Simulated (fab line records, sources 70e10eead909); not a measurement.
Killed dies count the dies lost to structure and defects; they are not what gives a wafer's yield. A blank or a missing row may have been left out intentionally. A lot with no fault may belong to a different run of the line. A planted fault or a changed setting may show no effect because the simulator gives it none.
Problem report, 8D (eight disciplines) form, completed by code ; flow nand-harc ; the parts of the form that need people (team, actions taken, sign-off) are left out

== 1. THE ISSUE ==
Wafers without a fault read 50, standard deviation 15; killed-dies at NHARC_END_SORT_01 reads a mean of 677 on 6 wafers belonging to 2 lots. That puts it +42 standard deviations away from the usual mean.
First seen on wafer L248.4, day 25 19:31, on prober-01. The record holds 6 wafers of 2 lots with a number at this step. Rule for "out" (also "out of limits"): further than 4 standard deviations from the usual mean. Any other wafer with a number is counted as sound.

== 2. WHAT IT IS, AND WHAT IT ISN'T ==
question;is;is not
which readings at this step;killed-dies, killed-at-array;killed-at-periphery, killed-short
which lots;L248, L249;-
which wafers of those lots;all that have a number;-
read on which gauges;prober-01, prober-02;-
when;from day 25 19:31;up to then (0 sound wafers)

== 3. SUSPECTS, AND WHAT RULES EACH OUT ==
Counting: any tool at a process step up to the reading is kept as a suspect provided that every lot that is out went through it and no sound lot did after the first of them.
- the gauge at NHARC_END_SORT_01 is ruled out. 2 gauges (prober-01, prober-02) read the wafers that are out.
- lpcvd-01 at NHARC_A_STAIRCASE_CVD_552 (deposits SiNx, target thk 40 nm): kept. It ran every lot that is out, first L248 (day 19 06:28), and no sound lot after that.
Remaining after the count: lpcvd-01 at NHARC_A_STAIRCASE_CVD_552.

== 4. THE CAUSE (what the simulator had put in) ==
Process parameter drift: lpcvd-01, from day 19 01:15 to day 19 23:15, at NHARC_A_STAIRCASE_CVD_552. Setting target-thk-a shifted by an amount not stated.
Only this tool survived the counting.

== 5. THE EFFECT CHAIN, in route order ==
Each row: a reading whose mean over the struck wafers that have a number lies more than 3 standard deviations from the usual. Scope: only readings with a usual standard deviation given in the record; hours: median across lots of the time from each lot's start at the first step in this table that gives one to its start at this step; sigmas: change in usual standard deviations.
hours;step;reading;usual;on struck wafers;change;sigmas
0;NHARC_END_SORT_01;killed-at-array;46;670;+624;+42
0;NHARC_END_SORT_01;killed-dies;50;677;+627;+42

== 6. WHAT WOULD HAVE CAUGHT IT SOONER ==
The first out-of-limits reading at a measuring or inspecting step in this record came at day 25 19:31, 162 hours after the fault's start at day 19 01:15.
The start of NHARC_A_STAIRCASE_CVD_552 on lpcvd-01 came by day 25 19:31 for every one of the lots that are out (2). None of them would have been spared by holding the tool at that moment.
